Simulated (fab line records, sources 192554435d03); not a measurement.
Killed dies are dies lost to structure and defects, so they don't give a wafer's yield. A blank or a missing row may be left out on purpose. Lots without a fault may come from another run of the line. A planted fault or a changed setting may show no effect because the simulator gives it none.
Chamber matching | flow n5_finfet | N5_ILD0_ALD_15 on ald_sin-02: 4 sister chambers
The step deposits SiNx, target thk 24 nm, pulse time 1 s, ald cycles 480. 16 wafers are shown with their chamber, then 8 later ones without.

WAFERS WITH THEIR CHAMBER
wafer  | chamber | heater_power_w (W) | precursor_pulse_height_rel | susceptor_temp_C (C)
L074.1 | 0       | 952                | 1.002                      | 399.91
L074.2 | 3       | 729                | 0.993                      | 399.89
L074.3 | 1       | 700                | 0.980                      | 399.94
L075.2 | 2       | 739                | 0.992                      | 399.93
L075.3 | 3       | 727                | 0.980                      | 400.20
L075.6 | 1       | 698                | 1.010                      | 400.01
L077.1 | 1       | 693                | 0.992                      | 400.31
L077.2 | 0       | 956                | 1.007                      | 400.17
L077.5 | 0       | 927                | 0.987                      | 400.28
L082.2 | 3       | 770                | 1.012                      | 400.32
L082.3 | 0       | 955                | 0.998                      | 399.80
L082.6 | 0       | 945                | 1.017                      | 399.61
L083.3 | 2       | 733                | 1.000                      | 400.13
L083.4 | 3       | 758                | 0.986                      | 400.10
L083.5 | 3       | 727                | 1.003                      | 400.01
L086.2 | 3       | 746                | 0.992                      | 399.99

SIGNATURES (means of the wafers above)
reading                    | chamber 0 | chamber 1 | chamber 2 | chamber 3 | scatter within a chamber
heater_power_w             | 947.00    | 697.00    | 736.00    | 742.83    | 13.8
precursor_pulse_height_rel | 1.00220   | 0.99400   | 0.99600   | 0.99433   | 0.0117
susceptor_temp_C           | 399.9540  | 400.0867  | 400.0300  | 400.0850  | 0.207
Rule: a wafer's distance from a chamber is the root of the sum, over the readings, of the square of ((its reading less the chamber's mean) divided by the reading's scatter). The wafer belongs to the nearest chamber; if the next one is less than 2 further off, it can't be placed. The scatter: the root of (the sum of the squares of (reading less its chamber's mean) over the shown wafers, divided by (wafers less chambers)).

WAFERS WITHOUT THEIR CHAMBER
wafer  | heater_power_w (W) | precursor_pulse_height_rel | susceptor_temp_C (C)
L086.3 | 981                | 1.009                      | 400.43
L086.4 | 694                | 0.990                      | 399.79
L088.2 | 708                | 0.993                      | 399.68
L088.4 | 746                | 0.991                      | 399.67
L088.6 | 947                | 0.999                      | 399.46
L097.3 | 763                | 1.025                      | 400.00
L097.4 | 958                | 0.974                      | 399.84
L097.6 | 731                | 0.990                      | 399.72

WHICH CHAMBER EACH WENT THROUGH
wafer  | from the rows above          | in truth
L086.3 | 0                            | 0
L086.4 | can't be placed: 1 or 2      | 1
L088.2 | can't be placed: 1 or 2 or 3 | 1
L088.4 | can't be placed: 2 or 3      | 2
L088.6 | 0                            | 0
L097.3 | can't be placed: 3 or 2      | 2
L097.4 | 0                            | 0
L097.6 | can't be placed: 2 or 3 or 1 | 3
Placed correctly: 3 of 8. Can't be placed from these rows: 5 (the true chamber is among the candidates in 5). Placed wrongly: 0.
